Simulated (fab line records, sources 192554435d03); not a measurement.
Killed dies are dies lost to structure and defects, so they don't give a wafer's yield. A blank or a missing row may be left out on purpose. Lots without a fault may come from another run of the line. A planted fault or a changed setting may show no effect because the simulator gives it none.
Chamber matching | flow n5_finfet | N5_BEOL_M14_STRIP_37 on rie_diel-05: 4 sister chambers
The step strips in O2. 4 wafers are shown with their chamber, then 8 later ones without.

WAFERS WITH THEIR CHAMBER
wafer  | chamber | drypump_motor_current_A (A)
L091.1 | 1       | 5.6
L091.2 | 3       | 5.2
L091.4 | 2       | 6.5
L090.1 | 0       | 5.7

WAFERS WITHOUT THEIR CHAMBER
wafer  | drypump_motor_current_A (A)
L090.3 | 6.5
L090.5 | 6.5
L097.1 | 5.6
L097.3 | 6.5
L097.6 | 5.2
L096.1 | 6.5
L096.4 | 5.8
L096.5 | 5.6

WHICH CHAMBER EACH WENT THROUGH
wafer  | from the rows above | in truth
L090.3 | 2                   | 2
L090.5 | 2                   | 2
L097.1 | 1                   | 1
L097.3 | 2                   | 2
L097.6 | 3                   | 3
L096.1 | 2                   | 2
L096.4 | 0                   | 0
L096.5 | 1                   | 1
Placed correctly: 8 of 8. Can't be placed from these rows: 0. Placed wrongly: 0.
How it was worked out, from the rows above alone: a wafer's distance from a chamber is the root of the sum, over the readings, of the square of ((its reading less the chamber's mean) divided by the reading's scatter). The wafer belongs to the nearest chamber; if the next one is less than 2 further off, it can't be placed. A chamber's mean is the mean of its shown wafers. The scatter: with one shown wafer a chamber, the root of the mean of the squares of how far each hidden wafer lies from its nearest shown one.
